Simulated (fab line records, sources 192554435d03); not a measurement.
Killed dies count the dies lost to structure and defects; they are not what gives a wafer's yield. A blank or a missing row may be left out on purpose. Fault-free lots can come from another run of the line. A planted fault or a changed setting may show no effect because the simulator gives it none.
fab line records	flow n5Finfet
record: lots: 4	wafers: 10	lastDay: 17
route steps=1938 shown MOL_CONTACT_COAG@626 BEOL_M0_SAQP@632 BEOL_M4@1111 PASSIVATION@1936
lots with no fault: from the same line, run without faults
startH: start of the lot's first displayed wafer, in hours after the record's first day	waitH: time in hours since the lot's previous step	" the same as in the row above	L1.1+2: a row that stands for several wafers	- either no value or no given start	* or withheld: withheld	< > ~ a bound
route shown NAME@n: names a module that has steps shown in the file, with the first one's number in the route	usual: the fault-free wafers' mean and standard deviation	same: alike in all rows	chamber/n: place in a boat	sites: readings site by site	_std_site: the standard deviation of these	_edge_site: mean of outer sites minus mean of inner sites	radiusMm: how far each site lies from the wafer's centre	mask NAME#n: copy n	behind: the most recent tool/chamber to have shaped the wafer	hold: why the lot was held/for how many hours/how that ended	device: names the non-switching transistor (n, p or np)	end of line: tests of these same wafers at the route's end	a step without rows: its recipe alone	killed: dies that structure and defects cost at the first sort, which is not the same as the wafer's yield	map: dies across one wafer; x = killed, . = not, _ = none there
set.NAME: setting as actually run; set.NAME@STEP: the setting as run at that earlier step	model.NAME: the simulator's own value behind a step, which no gauge read
lots seen at some steps along the route; tables by step, rows by wafer
services: a tool's chamber out of use, with start hour (startH, from the record's first day; less than 0 if before it), hours out, and reason
== steps ==
step: N5_MOL_CONTACT_COAG_SRD_128
recipe: dryTimeS: 32	dry: n2Spin	spinRpm: 1500
step: N5_MOL_CONTACT_COAG_CMP_52
recipe: stopOn: SiO2	tOverpolishS: 1.5	postCmpClean: wDiluteNh4oh	downForcePsi: 4	platenRpm: 50.289	padVelocityMS: 1.0006	targetThkNm: 66.5
step: N5_MOL_CONTACT_COAG_ANNEAL_112
recipe: tempC: 400	timeS: 1800	ambient: HPD2	pressureAtm: 10
step: N5_BEOL_M0_SAQP_PECVD_00
recipe: material: SiCN	targetThkA: 80	tempC: withheld	precursor: 3MS/NH3	pressureTorr: 3	rfW: 202	timeS: 14
step: N5_BEOL_M0_SAQP_ILD_DEP_01
recipe: material: SiOC	targetThkA: 454.19	tempC: 350	precursor: DEMS/O2	pressureTorr: 5	rfW: 500	timeS: 8.7
step: N5_BEOL_M0_SAQP_HM_DEP_02
recipe: material: TiN	targetThkA: 120	tempC: 25	chamberPressurePa: 0.49996
step: N5_BEOL_M0_SAQP_PECVD_03
recipe: material: SiCN	targetThkA: 120	tempC: withheld	precursor: 3MS/NH3	pressureTorr: 3	rfW: 202	timeS: 21.1
step: N5_BEOL_M0_SAQP_PECVD_96
recipe: material: a-Si	targetThkA: 450	tempC: 350	precursor: SiH4/He	pressureTorr: 3	rfW: 100	timeS: 45.2
step: N5_BEOL_M0_SAQP_PECVD_97
recipe: material: SiNx	targetThkA: 230	tempC: 350	precursor: SiH4/NH3/N2	pressureTorr: 1.5	rfW: 300	timeS: 19.9
step: N5_BEOL_M0_SAQP_PECVD_04
recipe: material: a-Si	targetThkA: 600	tempC: 350	precursor: SiH4/He	pressureTorr: 3	rfW: 100	timeS: 60.2
usual: heaterPowerW: 616/86	showerheadPlenumPTorr: 5.64/0.043	throttleValvePct: 18.0/1.4
lot.wafer	tool	chamber	startH	waitH	heaterPowerW	showerheadPlenumPTorr	throttleValvePct	model.a-Si_of_BEOL_M0_SAQP_PECVD_04.thkNm
L948.2	pecvd-03	2	123.70	0.1	721	5.63	16.6	60.6
L948.3	"	2	"	"	723	5.61	16.4	59.8
L948.5	"	2	"	"	608	5.63	16.6	59.6
L952.1	pecvd-04	0	143.03	0.0	637	5.64	17.8	58.4
L952.2	"	2	"	"	747	5.58	19.1	60.4
L952.3	"	1	"	"	513	5.68	18.4	59.2
L967.1	pecvd-04	2	233.42	0.0	746	5.57	17.5	57.2
L967.3	"	0	"	"	589	5.64	18.1	59.6
L968.1	pecvd-04	0	240.71	0.0	570	5.63	18.1	57.4
L968.4	"	2	"	"	730	5.58	17.6	59
step: N5_BEOL_M0_SAQP_THK_MEAS_05
usual: thkNm: 59.4/0.77
lot.wafer	tool	chamber	startH	waitH	thkNm
L948.2	filmMetro-02	-	123.91	0.2	60.6
L948.3	"	-	"	"	59.7
L948.5	"	-	"	"	59.7
L952.1	filmMetro-02	-	143.13	0.1	58.5
L952.2	"	-	"	"	60.4
L952.3	"	-	"	"	59.1
L967.1	filmMetro-01	-	233.51	0.1	57.3
L967.3	"	-	"	"	59.6
L968.1	filmMetro-01	-	240.81	0.1	57.3
L968.4	"	-	"	"	58.9
step: N5_BEOL_M0_SAQP_HM_DEP_111
recipe: material: SiO2	targetThkA: 120	tempC: 400	precursor: SiH4/N2O	pressureTorr: 0.75	rfW: 275	timeS: 7.2
step: N5_BEOL_M0_SAQP_COAT_81
recipe: resist: SOC	tempC: 250	timeS: 60	spinRpm: 1500	resistThkNm: 100
step: N5_BEOL_M0_SAQP_COAT_82
recipe: resist: SiARC	tempC: 220	timeS: 60	spinRpm: 1500	resistThkNm: 30
step: N5_BEOL_M0_SAQP_COAT_08
recipe: resist: CAR-ArF	spinRpm: 1500	resistThkNm: 90
step: N5_BEOL_M0_SAQP_EBR_10
recipe: solvent: PGMEA	ebrWidthMm: 1.5
step: N5_BEOL_M0_SAQP_SOFTBAKE_09
recipe: tempC: 110	timeS: 60	resist: CAR-ArF
step: N5_BEOL_M0_SAQP_EXPOSE_11
recipe: maskId: M0_CORE	na: 1.35	sourceShape: dipole	sigmaInner: 0.538	sigmaOuter: 0.738	polarization: te	targetCdNm: 42	doseMj: 55
step: N5_BEOL_M0_SAQP_PEB_12
recipe: pebTempC: withheld	pebTimeS: 60	resist: CAR-ArF
step: N5_BEOL_M0_SAQP_DEVELOP_13
recipe: developTimeS: 30	developer: TMAH	resist: CAR-ArF	devTempC: 23	rinseLiquid: diw	dry: airSpin
step: N5_BEOL_M0_SAQP_DESCUM_19
recipe: chemistry: O2	timeS: 7.9	sourcePowerW: 50	biasPowerW: 20	pressureMtorr: 20	rfFrequencyHz: 2.712e+07	tempC: 40	resist: CAR-ArF	o2FlowSccm: 225
step: N5_BEOL_M0_SAQP_ETCH_83
recipe: chemistry: CF4	target: SiARC	targetDepthA: 390	maskMaterial: CAR-ArF	timeS: 65	ionEnergyEv: 80	pressureMtorr: 40	sourceW: 545	biasW: 36	Ar_flow_sccm: 100	cf4FlowSccm: 100	ends: cleared
step: N5_BEOL_M0_SAQP_ETCH_84
recipe: chemistry: N2/H2	target: SOC	targetDepthA: 1000	overetchA: 200	maskMaterial: SiARC	tempC: 40	timeS: 150	ionEnergyEv: 200	pressureMtorr: 30	sourceW: 840	biasW: 150	n2FlowSccm: 200	h2FlowSccm: 200
step: N5_BEOL_M0_SAQP_STRIP_80
recipe: chemistry: N2/H2	tempC: 40	n2FlowSccm: 200	h2FlowSccm: 200	rfFrequencyHz: 6e+07
step: N5_BEOL_M0_SAQP_HM_OPEN_112
recipe: chemistry: CHF3/O2	target: SiO2	stopOn: a-Si	targetDepthA: 120	overEtchFrac: 1.25	maskMaterial: SOC	timeS: 13.5	pressureMtorr: 30	sourceW: 650	biasW: 170	Ar_flow_sccm: 200	CHF3_flow_sccm: 50	O2_flow_sccm: 5	ionEnergyEv: 200	ends: endPoint
step: N5_BEOL_M0_SAQP_STRIP_113
recipe: chemistry: CHF3/O2	resist: SiARC	rfFrequencyHz: 6e+07
step: N5_BEOL_M0_SAQP_MANDREL_ETCH_20
recipe: targetDepthA: 600	chemistry: HBr/Cl2	target: a-Si	stopOn: SiNx	btTimeS: 10	maskMaterial: SOC	overEtchFrac: 0.5	timeS: 30	pressureMtorr: 10	icpW: 800	biasW: 75	HBr_flow_sccm: 150	Cl2_flow_sccm: 80	ends: endPoint
usual: chamberPressureMTorr: 10.000/0.0096	drypumpMotorCurrentA: 5.8/0.49	oesProductAu: 0.769/0.011	throttleValvePct: 35.6/0.58
same: overEtchFrac: 0.5
lot.wafer	tool	chamber	startH	waitH	chamberPressureMTorr	drypumpMotorCurrentA	oesProductAu	rfHoursCounterH	throttleValvePct	model.etch.depthNm
L948.2	rieSi-04	0	124.75	0.0	9.993	6.3	0.775	167	35.4	60.66
L948.3	"	3	"	"	9.999	5.5	0.753	92	35.0	59.77
L948.5	"	1	"	"	9.996	6.1	0.781	-	35.9	59.66
L952.1	rieSi-02	2	143.85	0.0	10.006	6.0	0.764	56	35.2	58.4
L952.2	"	3	"	"	10.010	6.6	0.770	122	36.0	60.37
L952.3	"	0	"	"	10.023	5.5	0.775	31	35.4	59.16
L967.1	rieSi-02	2	234.36	0.0	9.955	6.0	0.766	57	35.3	57.29
L967.3	"	1	"	"	9.982	5.3	0.774	37	35.9	59.53
L968.1	rieSi-03	2	241.99	0.0	9.999	6.1	0.754	85	36.6	57.31
L968.4	"	3	"	"	9.989	5.0	0.763	6	34.7	58.83
step: N5_BEOL_M0_SAQP_STRIP_86
recipe: chemistry: N2/H2	powerW: 500	tempC: 40	pressureMtorr: 50	rfFrequencyHz: 6e+07	overashFraction: 0.3	biasPowerW: 28	h2Frac: 0.5	n2FlowSccm: 300	h2FlowSccm: 300
step: N5_BEOL_M0_SAQP_STRIP_115
recipe: chemistry: postEtchResidueRemover	timeS: 60	tempC: 25	removerPh: withheld	removerWaterWtPct: withheld	removerFluorideWtPct: withheld
step: N5_BEOL_M0_SAQP_SRD_93
recipe: dry: ipaMarangoni	timeS: 30	tempC: 23	rinseLiquid: diw
step: N5_BEOL_M0_SAQP_RECESS_114
recipe: chemistry: HF/NH3	target: SiO2	targetDepthA: 144	afsCycles: 3	tempC: 30	sublimationTempC: 180	sublimationTimeS: 60
step: N5_BEOL_M0_SAQP_SPACER1_ALD_98
recipe: material: SiO2	targetThkA: 128	tempC: 300	aldPrecursorFamily: BDEAS	aldCoReactant: O2-plasma	pulseTimeS: 1	purgeTimeS: 2	coReactantPurgeTimeS: 2	aldCycles: 138	pressureTorr: 2
step: N5_BEOL_M0_SAQP_SPACER1_ETCHBACK_99
recipe: chemistry: CHF3/O2	mode: anisotropicEtchback	target: SiO2	targetDepthA: 154	timeS: 7.7	pressureMtorr: 30	sourceW: 650	biasW: 170	Ar_flow_sccm: 200	CHF3_flow_sccm: 50	O2_flow_sccm: 5	ionEnergyEv: 200
usual: chamberPressureMTorr: 30.003/0.029	drypumpMotorCurrentA: 5.6/0.42	oesProductAu: 0.79/0.086	rfVppV: 529/23	showerheadPlenumPTorr: 2.40/0.07	throttleValvePct: 18.93/0.21
same: timeS: 7.7
lot.wafer	tool	chamber	startH	waitH	chamberPressureMTorr	drypumpMotorCurrentA	oesProductAu	rfHoursCounterH	rfVppV	showerheadPlenumPTorr	throttleValvePct	model.a-Si_of_BEOL_M0_SAQP_PECVD_04.thkNm
L948.2	rieDiel-03	1	126.99	0.3	30.019	5.4	0.96	1	566	2.57	18.93	60
L948.3	"	0	"	"	29.968	5.1	0.73	180	563	2.42	19.07	59.2
L948.5	"	2	"	"	30.013	5.3	0.66	-	529	2.38	18.93	59
L952.1	rieDiel-04	0	145.15	0.4	29.990	5.9	0.72	175	508	2.39	19.07	57.8
L952.2	"	3	"	"	30.026	5.2	0.87	32	508	2.35	18.74	59.8
L952.3	"	1	"	"	29.986	5.3	0.73	193	510	2.40	18.91	58.6
L967.1	rieDiel-04	1	235.46	0.3	30.039	5.2	0.69	217	508	2.39	18.92	56.6
L967.3	"	3	"	"	30.015	5.2	0.84	54	507	2.34	18.78	59
L968.1	rieDiel-04	1	243.40	0.4	30.019	5.3	0.70	220	508	2.39	18.94	56.8
L968.4	"	0	"	"	30.016	5.9	0.71	201	506	2.38	19.10	58.2
step: N5_BEOL_M0_SAQP_MANDREL1_REMOVE_100
recipe: chemistry: HBr/Cl2/O2	btTimeS: 10	target: a-Si	stopOn: SiNx	endpoint: OES-SiCl	overEtchFrac: 0.85	icpW: 600	biasW: 30	HBr_flow_sccm: 150	Cl2_flow_sccm: 80	O2_flow_sccm: 5	pressureMtorr: 10
step: N5_BEOL_M4_RC_MEAS_101
usual: DIBL_N: 36.0/2.5	DIBL_P: 36.2/3	IOFF_N: 0.16/0.044	IOFF_P: 0.21/0.049	ION_N: 671/15	ION_P: 461/8.7	SS_N: 71.5/0.72	SS_P: 73.4/0.9	VT_N: 251/4.4	VT_P: -250/4
lot.wafer	tool	chamber	startH	waitH	DIBL_N[mV/V]	DIBL_P[mV/V]	IOFF_N[nA/um]	IOFF_P[nA/um]	ION_N[uA/um]	ION_P[uA/um]	SS_N[mV/dec]	SS_P[mV/dec]	VT_N[mV]	VT_P[mV]
L948.2	prober-01	0	190.01	0.9	40.4	40.7	0.26	0.32	694	474	73.0	75.0	243	-246
L948.3	"	0	"	"	35.1	33.9	0.15	0.18	668	455	71.6	73.3	249	-250
L948.5	"	0	"	"	36.7	36.1	0.18	0.23	676	466	72.2	73.5	249	-245
L952.1	prober-01	0	219.12	0.0	38.4	39.2	0.18	0.26	695	476	71.3	74.3	248	-250
L952.2	"	0	"	"	38.6	40.1	0.19	0.30	680	467	72.1	74.8	248	-245
L952.3	"	0	"	"	35.0	34.7	0.12	0.19	669	466	70.2	73.2	254	-252
L968.1	prober-01	0	308.34	0.0	39.0	39.1	0.20	0.29	666	460	72.7	74.2	248	-248
L968.4	"	0	"	"	35.1	34.9	0.14	0.19	684	470	70.8	73.6	250	-250
L967.1	prober-01	0	309.27	0.4	36.4	36.8	0.18	0.27	693	481	71.3	72.0	243	-242
L967.3	"	0	"	"	37.4	36.8	0.19	0.25	678	468	70.8	73.8	246	-246
step: N5_PASSIVATION_PROBE_49
usual: defectLimitedYield: 91.7/1.4	killed_at_M0_to_M3: 31/11	killed_at_M4_up: 13/4.6	killedAtContacts: 13/6.7	killedAtFrontEnd: 39/9.6	killedAtOther: 3.5/2.8	killedDies: 98/16	killedOpen: 64/11	killedShort: 33/8.5	sort_bin_5_function: 4.9/0.96	sort_bin_6_memory: 3.1/0.59	sortNPass: 1080/23	sortYieldPct: 91.5/1.9
same: grossDies: 1180	killedAtBackSide: 0	sort_bin_4_leakage[%]: 0	sort_bin_8_speed[%]: 0
lot.wafer	tool	chamber	startH	waitH	defectLimitedYield[%]	killed_at_M0_to_M3	killed_at_M4_up	killedAtContacts	killedAtFrontEnd	killedAtOther	killedDies	killedOpen	killedShort	sort_bin_5_function[%]	sort_bin_6_memory[%]	sortNPass	sortYieldPct[%]
L948.2	prober-01	-	294.78	0.1	90.3	27	12	22	54	0	115	72	41	5.9	3.2	1065	90.3
L948.3	prober-01	-	294.83	0.1	90.3	25	19	23	45	2	114	75	38	5.7	3.6	1066	90.3
L948.5	prober-01	-	294.93	0.2	89.9	21	13	36	44	5	119	70	49	6.4	3.3	1061	89.9
L968.1	prober-01	-	410.81	0.0	93.1	29	11	13	28	1	82	54	27	4.3	2.4	1098	93.1
L968.4	prober-01	-	410.96	0.2	92.4	19	10	11	46	4	90	64	24	4.0	3.6	1090	92.4
L967.1	prober-01	-	414.07	0.0	90.6	45	7	11	44	4	111	66	44	5.4	3.7	1069	90.6
L967.3	prober-01	-	414.17	0.1	89.4	54	18	18	32	3	125	80	44	6.3	3.9	1055	89.4
killed by level:class
L948.2 MOL_CONTACT_COAG:geometricParticle:open=18 GATE_CUT:geometricParticle:short=17 FIN_SAQP:geometricParticle:short=10 GATE_CUT:geometricParticle:open=10 FIN_SAQP:geometricParticle:open=7 BEOL_M0:geometricParticle:open=7 BEOL_M1:geometricParticle:open=7 BEOL_M4:geometricParticle:open=7
L948.3 MOL_CONTACT_COAG:geometricParticle:open=18 GATE_CUT:geometricParticle:short=9 BEOL_M1:geometricParticle:open=9 BEOL_M4:geometricParticle:open=6 FIN_SAQP:geometricParticle:short=5 DUMMY_GATE:geometricParticle:open=5 GATE_CUT:geometricParticle:open=5 STI_FIN_REVEAL:geometricParticle:open=4
L948.5 MOL_CONTACT_COAG:geometricParticle:open=26 FIN_SAQP:geometricParticle:short=11 MOL_CONTACT_COAG:geometricParticle:short=10 FIN_SAQP:geometricParticle:open=9 GATE_CUT:geometricParticle:open=8 BEOL_M1:geometricParticle:open=5 GATE_CUT:geometricParticle:short=4 BEOL_M1:geometricParticle:short=4
L968.1 BEOL_M0_SAQP:geometricParticle:open=11 MOL_CONTACT_COAG:geometricParticle:open=9 BEOL_M0_SAQP:geometricParticle:short=8 FIN_SAQP:geometricParticle:open=7 BEOL_M4:geometricParticle:open=6 MOL_CONTACT_COAG:geometricParticle:short=4 BEOL_M2:geometricParticle:open=4 FIN_SAQP:geometricParticle:short=3
L968.4 FIN_SAQP:geometricParticle:open=15 STI_FIN_REVEAL:geometricParticle:open=10 MOL_CONTACT_COAG:geometricParticle:open=10 FIN_SAQP:geometricParticle:short=6 BEOL_M1:geometricParticle:open=6 BEOL_M0_SAQP:geometricParticle:short=4 BEOL_M3:geometricParticle:open=4 GATE_CUT:geometricParticle:short=3
L967.1 BEOL_M3:geometricParticle:open=16 FIN_SAQP:geometricParticle:short=15 FIN_SAQP:geometricParticle:open=10 BEOL_M0_SAQP:geometricParticle:short=10 BEOL_M0_SAQP:geometricParticle:open=8 MOL_CONTACT_COAG:geometricParticle:short=6 MOL_CONTACT_COAG:geometricParticle:open=5 STI_FIN_REVEAL:geometricParticle:open=4
L967.3 BEOL_M1:geometricParticle:open=22 MOL_CONTACT_COAG:geometricParticle:open=16 BEOL_M0_SAQP:geometricParticle:short=16 FIN_SAQP:geometricParticle:open=8 FIN_SAQP:geometricParticle:short=8 STI_FIN_REVEAL:geometricParticle:open=4 BEOL_M0_SAQP:geometricParticle:open=4 BEOL_M1:geometricParticle:short=4
== services ==
tool	chamber	startH	hours	kind
pecvd-04	0	101.84	2.1	scheduledDown
pecvd-03	1	109.72	28.8	repair
pecvd-03	0	115.04	14.0	repair
pecvd-03	-	119.02	1.2	repair
rieSi-02	0	119.99	15.0	repair
pecvd-04	1	132.25	2.1	scheduledDown
pecvd-04	2	134.94	5.5	scheduledDown
rieDiel-03	1	146.18	2.5	repair
rieSi-04	-	153.37	1.1	repair
rieSi-04	-	154.56	2.8	pm
pecvd-04	1	156.71	4.8	repair
rieDiel-03	-	159.37	0.7	repair
rieDiel-03	2	161.15	-	clean
rieDiel-03	2	161.15	-	consumableReplace:focusRing
pecvd-03	2	180.79	5.7	repair
rieDiel-04	-	188.17	14.6	pm
pecvd-04	0	188.67	5.5	scheduledDown
pecvd-04	2	202.38	-	clean
pecvd-04	2	202.38	-	consumableReplace:showerhead
pecvd-04	2	202.38	29.0	scheduledDown
pecvd-04	2	202.38	29.0	ventCycle
rieSi-03	1	212.33	6.2	repair
rieDiel-03	-	239.00	15.6	pm
pecvd-03	-	242.55	1.7	repair
== key ==
firstSign: step: N5_BEOL_M0_SAQP_THK_MEAS_05	reading: thkNm	direction: down	sigmas: 2.7	usual: *	struck: *
effect none on later readings
modelEffect: step: N5_BEOL_M0_SAQP_PECVD_04	value: a-Si_of_BEOL_M0_SAQP_PECVD_04.thkNm	without: 59.2	struck: 57.3
modelEffect: step: N5_BEOL_M0_SAQP_MANDREL_ETCH_20	value: etch.depthNm	without: 59.2	struck: 57.3
modelEffect: step: N5_BEOL_M0_SAQP_SPACER1_ETCHBACK_99	value: a-Si_of_BEOL_M0_SAQP_PECVD_04.thkNm	without: 58.6	struck: 56.7
metAt N5_BEOL_M0_SAQP_PECVD_04
struckWafers L967.1,L968.1
onsetBetween 143.03 233.42
fault: kind: processParameterDrift	tool: pecvd-04	chamber: -	onsetH: 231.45	steps: N5_BEOL_M0_SAQP_PECVD_04	channel: timeS	offset: *	shape: step	endH: 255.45	scope: struckWafersOnly	actsIn: *	stated: *
